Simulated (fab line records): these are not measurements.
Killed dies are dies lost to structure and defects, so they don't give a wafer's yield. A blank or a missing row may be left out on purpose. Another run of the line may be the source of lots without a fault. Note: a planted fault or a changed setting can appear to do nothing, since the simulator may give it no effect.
Chamber matching | flow nand harc | 4 sister chambers for NHARC_A_DECK1_JOINT_ETCHBACK_07 on rie si-01
The step etches the open film in HBr, target depth 105 nm, time 26.9 s. 16 wafers are shown with their chamber, then 8 later ones without.

== WAFERS PAIRED WITH THEIR CHAMBERS ==
wafer  | chamber | drypump motor current A (A) | throttle valve pct (%) | oes product au (a.u.)
L074.1 | 0       | 6.4                         | 23.276                 | 0.997
L074.5 | 1       | 6.0                         | 23.260                 | 0.997
L074.6 | 0       | 6.4                         | 23.272                 | 0.983
L074.2 | 2       | 6.1                         | 23.265                 | 1.004
L074.3 | 3       | 6.5                         | 23.263                 | 0.993
L074.4 | 1       | 6.0                         | 23.259                 | 0.998
L078.1 | 3       | 6.4                         | 23.262                 | 1.009
L078.3 | 2       | 6.1                         | 23.271                 | 1.015
L078.4 | 0       | 6.3                         | 23.252                 | 1.005
L083.2 | 1       | 6.0                         | 23.252                 | 0.992
L083.3 | 0       | 6.4                         | 23.268                 | 1.011
L083.6 | 0       | 6.4                         | 23.258                 | 0.994
L083.1 | 3       | 6.4                         | 23.278                 | 1.001
L083.4 | 2       | 6.1                         | 23.275                 | 0.998
L083.5 | 1       | 6.0                         | 23.269                 | 0.995
L091.3 | 1       | 6.0                         | 23.262                 | 1.013

SIGNATURES (means of the wafers above)
reading                 | chamber 0 | chamber 1 | chamber 2 | chamber 3 | scatter within a chamber
drypump motor current A | 6.380     | 6.000     | 6.100     | 6.433     | 0.035
throttle valve pct      | 23.26520  | 23.26040  | 23.27033  | 23.26767  | 0.00794
oes product au          | 0.99800   | 0.99900   | 1.00567   | 1.00100   | 0.00914
Rule: distance of a wafer from a chamber = root of the sum over the readings of ((wafer's reading minus chamber's mean) / reading's scatter) squared. If the next closest chamber is less than 2 further off than the closest, the wafer can't be placed; otherwise it belongs to the closest. The scatter: take each reading less its chamber's mean, square it, sum over the shown wafers, divide by the number of wafers less the number of chambers, and take the root.

== WAFERS WHOSE CHAMBER IS MISSING ==
wafer  | drypump motor current A (A) | throttle valve pct (%) | oes product au (a.u.)
L091.4 | 6.1                         | 23.268                 | 1.006
L091.5 | 6.4                         | 23.259                 | 1.021
L094.1 | 6.4                         | 23.255                 | 0.997
L094.2 | 6.4                         | 23.263                 | 1.018
L094.5 | 6.1                         | 23.280                 | 1.014
L096.2 | 6.4                         | 23.261                 | 1.002
L096.3 | 6.4                         | 23.272                 | 1.022
L096.4 | 6.1                         | 23.279                 | 1.009

== EACH ONE'S CHAMBER ==
wafer  | from the rows above     | in truth
L091.4 | 2                       | 2
L091.5 | can't be placed: 3 or 0 | 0
L094.1 | can't be placed: 0 or 3 | 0
L094.2 | can't be placed: 3 or 0 | 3
L094.5 | 2                       | 2
L096.2 | can't be placed: 0 or 3 | 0
L096.3 | can't be placed: 3 or 0 | 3
L096.4 | 2                       | 2
Correctly placed: 3 of 8. Cannot be placed on the basis of these rows: 5; the candidates contain the true chamber in 5. Number placed wrongly: 0.
